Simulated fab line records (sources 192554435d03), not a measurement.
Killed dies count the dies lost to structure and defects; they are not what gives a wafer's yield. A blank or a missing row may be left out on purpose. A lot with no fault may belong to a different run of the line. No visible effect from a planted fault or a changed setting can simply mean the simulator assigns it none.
A lot that was struck, set against a sound lot :: flow n5_finfet :: 37 out of 1938 route steps
Sound: the wafers L957.2, L957.4, L957.6. The struck wafers were L952.1, L952.2, L952.3. The cause comes at the end.
Order at every step that has rows: each side's tool, ch and its chambers, its first start. Under that, the readings that differ: sound wafers :: struck wafers :: difference of the means :: sigmas: that difference in standard deviations of wafers without a fault.
alike: readings with means less than 2 such deviations apart, plus words and numbers identical on both sides. not compared: withheld readings, readings lacking a value on some wafer, bounds such as >300 that could conceal the same value, and numbers that have no deviation in the record and whose values overlap.
The two part at a step that has a row with sigmas, a row that says differs or no value, or rows on one side only. Numbers that don't overlap but have no deviation are shown without sigmas and don't part them. A reading that every wafer of one side lacks parts them only if that side has two wafers or more.

first, 9 steps without rows for these wafers: N5_BEOL_M4_ANNEAL_95 (time 240 s); N5_BEOL_M4_SPUTTER_96 (material Cu, target thk 4.5 nm, time 8.29 s); N5_BEOL_M4_ECD_50 (material Cu, target thk 300 nm); N5_BEOL_M4_ANNEAL_51 (time 90 s); N5_BEOL_M4_CMP_52 (polishes, stops on SiOC, t overpolish 6.8 s, target thk 40 nm); N5_BEOL_M4_PRE_CLEAN_60 (time 15 s); N5_BEOL_M4_CO_CAP_55 (material Co, precursor CCTBA/H2, target thk 2 nm, time 102.1 s); N5_BEOL_M4_PRE_CLEAN_56 (time 15 s); N5_BEOL_M4_DEP_57 (deposits SiCN from 3MS/NH3, target thk 8 nm, time 14 s).
N5_BEOL_M4_RC_MEAS_101:
  sound on prober-01 ch 0, day 13 20:11; struck on prober-02 ch 0, day 13 10:18
  alike: DIBL_N, DIBL_P, IOFF_N, IOFF_P, ION_N, ION_P, SS_N, SS_P, VT_N, VT_P
then, 24 steps without rows for these wafers: N5_BEOL_M5_ILD_DEP_00 (deposits SiCOH lowk from DEMS/porogen, target thk 140.64 nm, time 25.9 s); N5_BEOL_M5_CURE_79 (cures SiCOH lowk, time 240 s); N5_BEOL_M5_PECVD_70 (deposits SiO2 from TEOS/O2, target thk 16 nm, time 18 s); N5_BEOL_M5_HM_DEP_02 (deposits TiN, target thk 20 nm); N5_BEOL_M5_COAT_59 (time 60 s, resist thk 60 nm); N5_BEOL_M5_COAT_60 (time 60 s, resist thk 12 nm); N5_BEOL_M5_COAT_71 (time 60 s, resist thk 5 nm); N5_BEOL_M5_COAT_05 (resist thk 30 nm); N5_BEOL_M5_EBR_07; N5_BEOL_M5_SOFTBAKE_06 (time 60 s); N5_BEOL_M5_EXPOSE_08 (exposes mask M5, target cd 28 nm); N5_BEOL_M5_PEB_09 (peb time 60 s); N5_BEOL_M5_DEVELOP_10 (develop time 30 s); N5_BEOL_M5_DESCUM_16 (chemistry O2, time 7 s); N5_BEOL_M5_ETCH_72 (etches underlayer in N2/H2, target depth 6.5 nm, time 5.2 s); N5_BEOL_M5_ETCH_61 (etches SiARC in CF4, target depth 15.6 nm, time 26 s); N5_BEOL_M5_ETCH_62 (etches SOC in N2/H2, target depth 75 nm, overetch 15 nm, time 112.5 s); N5_BEOL_M5_STRIP_63 (strips in N2/H2); N5_BEOL_M5_STRIP_73 (strips in N2/H2); N5_BEOL_M5_STRIP_64 (strips in CF4); N5_BEOL_M5_HM_OPEN_17 (chemistry Cl2/BCl3, target TiN, target depth 20 nm, overetch 6 nm); N5_BEOL_M5_STRIP_19 (strips in O2); N5_BEOL_M5_COAT_65 (time 60 s, resist thk 60 nm); N5_BEOL_M5_COAT_66 (time 60 s, resist thk 12 nm).
N5_BEOL_M7_SPUTTER_48: material Cu, target thk 10 nm, time 1.667 s.
  sound on pvd_sputter-03, day 15 06:30; struck on pvd_sputter-02, day 14 21:11
  no value came back on the struck wafers for bias_v (V), cathode_dc_power_W (W), chuck_sensor_temp_C (C), throttle_valve_pct (%); on the sound wafers bias_v (V) reads 59.8 59.8 59.8
N5_BEOL_M7_CMP_52: polishes, stops on SiCOH lowk, t overpolish 6.9 s, target thk 80 nm.
  sound on cmp-01 ch 1,2,3, day 15 07:59; struck on cmp-04 ch 1,2,3, day 14 22:01
reading: time_to_endpoint_s (s)
sound: 60.0 61.0 62.2
struck: 3.1 0.9 2.1
difference: -59.0
sigmas: -22
  alike: motor_current_A
  not compared: pad_life_wafers
-- record jumps: 4 days separate the struck wafers' starts on either side; left off in module BEOL_M7, taken up again in module PASSIVATION, whose first shown step is the route's number 1936 --
N5_PASSIVATION_PROBE_49:
  the record has rows for the struck wafers here (prober-02, day 18 12:25) and none for the sound ones

## WHERE THEY PART
At N5_BEOL_M7_SPUTTER_48 first; at N5_PASSIVATION_PROBE_49 last (within this record only).

WHY: the cause the simulator had injected
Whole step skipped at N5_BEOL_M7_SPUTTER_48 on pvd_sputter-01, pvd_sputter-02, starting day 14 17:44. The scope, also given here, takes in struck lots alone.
